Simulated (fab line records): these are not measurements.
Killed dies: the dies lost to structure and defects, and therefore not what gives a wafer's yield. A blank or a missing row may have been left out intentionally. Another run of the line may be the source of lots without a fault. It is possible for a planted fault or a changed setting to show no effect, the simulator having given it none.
Which tool did it? | flow n5-finfet | Sampling: 8 lots, 24 wafers, 6 of 1938 route steps

## WHAT THE GAUGES SHOWED, per wafer
N5_BEOL_M4_RC_MEAS_101. Usual: DIBL_N 35.9 mV/V, standard deviation 1.9; DIBL_P 35.8 mV/V, standard deviation 2.4; IOFF_N 0.15 nA/um, standard deviation 0.031; IOFF_P 0.21 nA/um, standard deviation 0.037; ION_N 672 uA/um, standard deviation 13; ION_P 462 uA/um, standard deviation 8.3; SS_N 71.5 mV/dec, standard deviation 0.72; SS_P 73.2 mV/dec, standard deviation 0.67; VT_N 250 mV, standard deviation 3.4; VT_P -250 mV, standard deviation 3.4.
lot  | measured     | on        | DIBL_N (mV/V)  | DIBL_P (mV/V)  | IOFF_N (nA/um) | IOFF_P (nA/um) | ION_N (uA/um) | ION_P (uA/um) | SS_N (mV/dec)  | SS_P (mV/dec)  | VT_N (mV)   | VT_P (mV)      | flag
L820 | day 9 11:07  | prober-01 | 35.0 32.6 31.7 | 36.6 33.3 31.5 | 0.16 0.12 0.10 | 0.20 0.16 0.14 | 679 660 651   | 461 455 448   | 71.9 71.3 71.0 | 73.5 72.5 72.5 | 250 253 256 | -252 -255 -254 |
L822 | day 9 11:01  | prober-02 | 35.9 33.1 36.3 | 36.7 32.7 36.9 | 0.16 0.11 0.17 | 0.22 0.16 0.22 | 684 657 678   | 462 456 460   | 70.7 70.2 71.2 | 73.4 71.7 73.2 | 248 252 247 | -252 -254 -248 |
L824 | day 10 04:37 | prober-02 | 37.3 40.0 34.2 | 35.6 39.7 33.6 | 0.15 0.20 0.11 | 0.20 0.27 0.18 | 661 683 652   | 455 464 455   | 72.2 73.4 71.5 | 73.8 73.9 72.0 | 252 248 255 | -250 -249 -252 |
L831 | day 12 00:19 | prober-01 | 35.3 35.6 34.8 | 36.0 35.1 35.6 | 0.14 0.14 0.13 | 0.21 0.19 0.20 | 675 669 666   | 473 460 461   | 70.9 70.4 71.4 | 73.6 73.2 72.9 | 251 252 254 | -248 -250 -251 |
L833 | day 12 23:16 | prober-01 | 35.1 38.3 37.1 | 33.9 38.0 36.6 | 0.13 0.18 0.16 | 0.17 0.23 0.20 | 674 693 674   | 463 480 455   | 71.7 71.4 72.0 | 72.8 73.7 73.1 | 254 250 251 | -256 -249 -253 |
L835 | day 13 07:49 | prober-01 | 37.3 35.4 35.8 | 37.4 36.2 35.8 | 0.19 0.16 0.17 | 0.26 0.23 0.23 | 682 676 688   | 470 472 471   | 71.5 70.8 70.9 | 73.0 73.6 72.9 | 244 247 247 | -246 -248 -248 |
L837 | day 13 22:01 | prober-01 | 38.1 37.9 35.8 | 39.6 38.2 37.0 | 0.19 0.18 0.15 | 0.26 0.23 0.20 | 677 696 674   | 462 474 464   | 72.5 72.1 71.2 | 74.5 74.2 74.0 | 246 249 251 | -246 -248 -251 |
L838 | day 14 01:53 | prober-02 | 34.6 36.8 36.9 | 33.6 35.7 35.7 | 0.13 0.17 0.16 | 0.20 0.23 0.23 | 674 690 682   | 473 475 473   | 70.6 71.4 71.3 | 72.7 73.0 72.5 | 250 249 253 | -251 -247 -247 |

## TOOL THAT RAN EACH LOT (tool first, then ch and the chambers of the sampled wafers, then the start)
lot  | N5_BEOL_M0_TRENCH_ETCH_107        | N5_BEOL_M0_ALD_136                  | N5_BEOL_M0_ANNEAL_135        | N5_BEOL_M0_SPUTTER_141       | N5_BEOL_M0_CMP_120
L820 | rie-diel-04 ch 0,1,3, day 7 03:43 | ald-metal-03 ch 0,1,3, day 7 04:39  | pvd-sputter-03, day 7 07:12  | pvd-sputter-03, day 7 07:14  | cmp-04 ch 1,2,3, day 7 07:44
L822 | rie-diel-05 ch 1,2,3, day 7 12:17 | ald-metal-01 ch 1,2,3, day 7 13:01  | pvd-sputter-02, day 7 13:43  | pvd-sputter-02, day 7 13:45  | cmp-04 ch 0,1,3, day 7 14:22
L824 | rie-diel-05 ch 1,2, day 8 04:51   | ald-metal-03 ch 0,3, day 8 05:26    | pvd-sputter-01, day 8 07:55  | pvd-sputter-01, day 8 07:58  | cmp-04 ch 0,2, day 8 08:35
L831 | rie-diel-04 ch 1,2,3, day 9 18:12 | ald-metal-03 ch 0,1, day 9 19:10    | pvd-sputter-03, day 9 20:52  | pvd-sputter-03, day 9 20:54  | cmp-03 ch 0,1,3, day 9 21:27
L833 | rie-diel-04 ch 1,2, day 10 08:27  | ald-metal-03 ch 0,2,3, day 10 09:32 | pvd-sputter-03, day 10 11:57 | pvd-sputter-03, day 10 11:59 | cmp-04 ch 1,2, day 10 12:31
L835 | rie-diel-06 ch 1,2, day 10 21:29  | ald-metal-01 ch 0,3, day 10 22:39   | pvd-sputter-02, day 11 00:12 | pvd-sputter-02, day 11 00:14 | cmp-01 ch 0,3, day 11 00:46
L837 | rie-diel-06 ch 1,3, day 11 12:32  | ald-metal-01 ch 0,1, day 11 13:26   | pvd-sputter-03, day 11 15:52 | pvd-sputter-03, day 11 15:54 | cmp-01 ch 1,2,3, day 11 16:26
L838 | rie-diel-05 ch 0,3, day 11 12:35  | ald-metal-02 ch 1,2, day 11 13:28   | pvd-sputter-03, day 11 16:18 | pvd-sputter-03, day 11 16:20 | cmp-01 ch 1,3, day 11 16:50
- N5_BEOL_M0_TRENCH_ETCH_107: etches SiOC in C4F6/O2, target depth 32.8 nm, time 16.4 s.
- N5_BEOL_M0_ALD_136: deposits TaN, pulse time 2 s, purge time 3 s, co reactant purge time 2 s.
- N5_BEOL_M0_ANNEAL_135: time 60 s.
- N5_BEOL_M0_SPUTTER_141: material Cu, target thk 4 nm, time 7.37 s.
- N5_BEOL_M0_CMP_120: polishes, stops on SiOC, t overpolish 6.9 s.

## WHAT THE TOOLS THEMSELVES READ (means of the sampled wafers that have a number; where no wafer has one, the mark that the record gives instead)
N5_BEOL_M0_TRENCH_ETCH_107. Usual: drypump-motor-current-A 5.7 A, standard deviation 0.52; oes_ar_750_au 0.78 a.u., standard deviation 0.078; oes_f_703_au 0.79 a.u., standard deviation 0.082; oes_o_777_au 0.79 a.u., standard deviation 0.081; oes-product-au 0.78 a.u., standard deviation 0.08; rf-vpp-V 664 V, standard deviation 15; showerhead-plenum-p-Torr 2.83 Torr, standard deviation 0.1; throttle-valve-pct 20.97 %, standard deviation 0.2.
lot  | tool        | drypump-motor-current-A (A) | oes_ar_750_au (a.u.) | oes_f_703_au (a.u.) | oes_o_777_au (a.u.) | oes-product-au (a.u.) | rf-vpp-V (V) | showerhead-plenum-p-Torr (Torr) | throttle-valve-pct (%) | flag
L820 | rie-diel-04 | 5.6                         | 0.80                 | 0.81                | 0.82                | 0.79                  | 656          | 2.88                            | 21.08                  |
L822 | rie-diel-05 | 6.0                         | 0.78                 | 0.79                | 0.78                | 0.77                  | 670          | 2.79                            | 20.86                  |
L824 | rie-diel-05 | 6.2                         | 0.76                 | 0.77                | 0.77                | 0.76                  | 658          | 2.73                            | 20.90                  |
L831 | rie-diel-04 | 5.2                         | 0.76                 | 0.76                | 0.76                | 0.75                  | 663          | 2.86                            | 21.10                  |
L833 | rie-diel-04 | 5.5                         | 0.80                 | 0.81                | 0.81                | 0.79                  | 653          | 2.91                            | 21.11                  |
L835 | rie-diel-06 | 5.6                         | 0.82                 | 0.83                | 0.84                | 0.83                  | 663          | 2.78                            | 20.72                  |
L837 | rie-diel-06 | 5.4                         | 0.77                 | 0.77                | 0.77                | 0.77                  | 659          | 2.67                            | 20.99                  |
L838 | rie-diel-05 | 5.7                         | 0.73                 | 0.73                | 0.74                | 0.73                  | 674          | 2.81                            | 21.08                  |

N5_BEOL_M0_ALD_136. Usual: chamber-pressure-Torr 3.000 Torr, standard deviation 0.0065; heater-power-w 425 W, standard deviation 54; precursor-vessel-carrier-sccm 1000.0 sccm, standard deviation 3.
lot  | tool         | chamber-pressure-Torr (Torr) | heater-power-w (W) | precursor-vessel-carrier-sccm (sccm) | flag
L820 | ald-metal-03 | 2.997                        | 450                | 996.4                                |
L822 | ald-metal-01 | 2.997                        | 400                | 1001.5                               |
L824 | ald-metal-03 | 3.003                        | 442                | 1000.0                               |
L831 | ald-metal-03 | 2.999                        | 483                | 999.8                                |
L833 | ald-metal-03 | 3.003                        | 429                | 1000.0                               |
L835 | ald-metal-01 | 2.998                        | 427                | 999.3                                |
L837 | ald-metal-01 | 3.004                        | 359                | 999.5                                |
L838 | ald-metal-02 | 3.004                        | 433                | 1000.5                               |

N5_BEOL_M0_ANNEAL_135. Usual: 869 W for heater-power-w, sd 57.
lot  | tool           | heater-power-w (W) | flag
L820 | pvd-sputter-03 | 891                |
L822 | pvd-sputter-02 | 866                |
L824 | pvd-sputter-01 | 855                |
L831 | pvd-sputter-03 | 833                |
L833 | pvd-sputter-03 | 892                |
L835 | pvd-sputter-02 | 882                |
L837 | pvd-sputter-03 | 891                |
L838 | pvd-sputter-03 | 812                |

N5_BEOL_M0_SPUTTER_141. Usual: chuck-gas-flow-sccm 1.26 sccm, standard deviation 0.057; chuck-sensor-temp-C -15.8 C, standard deviation 0.35; throttle-valve-pct 30.3 %, standard deviation 1.
lot  | tool           | chuck-gas-flow-sccm (sccm) | chuck-sensor-temp-C (C) | throttle-valve-pct (%) | flag
L820 | pvd-sputter-03 | 1.27                       | -15.8                   | 30.0                   |
L822 | pvd-sputter-02 | 1.25                       | -16.1                   | 30.5                   |
L824 | pvd-sputter-01 | 1.25                       | -16.0                   | 31.1                   |
L831 | pvd-sputter-03 | 1.25                       | -15.7                   | 30.2                   |
L833 | pvd-sputter-03 | 1.29                       | -15.7                   | 30.2                   |
L835 | pvd-sputter-02 | 1.24                       | -16.0                   | 30.3                   |
L837 | pvd-sputter-03 | 1.26                       | -15.8                   | 30.1                   |
L838 | pvd-sputter-03 | 1.20                       | -15.6                   | 29.5                   |

N5_BEOL_M0_CMP_120. Usual: barrier-field-endpoint-s 3.63 s, standard deviation 0.12; clearing-platen-rpm 49.998 rpm, standard deviation 0.026; motor-current-A 6.2 A, standard deviation 0.49; slurry-filter-dp-kPa 13.53 kPa, standard deviation 0.15.
lot  | tool   | barrier-field-endpoint-s (s) | clearing-platen-rpm (rpm) | motor-current-A (A) | slurry-filter-dp-kPa (kPa) | flag
L820 | cmp-04 | 3.45                         | 50.012                    | 6.3                 | 13.43                      |
L822 | cmp-04 | 3.70                         | 50.013                    | 6.0                 | 13.55                      |
L824 | cmp-04 | 3.45                         | 50.002                    | 6.2                 | 13.70                      |
L831 | cmp-03 | 3.71                         | 50.006                    | 6.0                 | 13.42                      |
L833 | cmp-04 | 3.94                         | 50.003                    | 6.5                 | 13.45                      |
L835 | cmp-01 | 3.66                         | 50.000                    | 5.6                 | 13.55                      |
L837 | cmp-01 | 3.55                         | 49.994                    | 6.2                 | 13.47                      |
L838 | cmp-01 | 3.61                         | 49.983                    | 6.1                 | 13.58                      |

## THE ANSWER, worked out from the rows above alone
Rule: lot off if the mean of its wafers having a number is beyond 3 standard deviations from the usual mean. Also off: a lot with no number at a reading for which 4 or more lots have one. Where the step has rows for the other lots, those lots are counted as sound. After the gauges, taken in route order, come the tools' own readings; for these a lot's mean is taken, as printed above. The first step at which some lot is off is used, and at that step the reading that is off furthest; a lot without a number counts as furthest.
Across all readings shown, no lot is off: no conclusion can be drawn from this.

## WHAT WAS PUT IN BY THE SIMULATOR
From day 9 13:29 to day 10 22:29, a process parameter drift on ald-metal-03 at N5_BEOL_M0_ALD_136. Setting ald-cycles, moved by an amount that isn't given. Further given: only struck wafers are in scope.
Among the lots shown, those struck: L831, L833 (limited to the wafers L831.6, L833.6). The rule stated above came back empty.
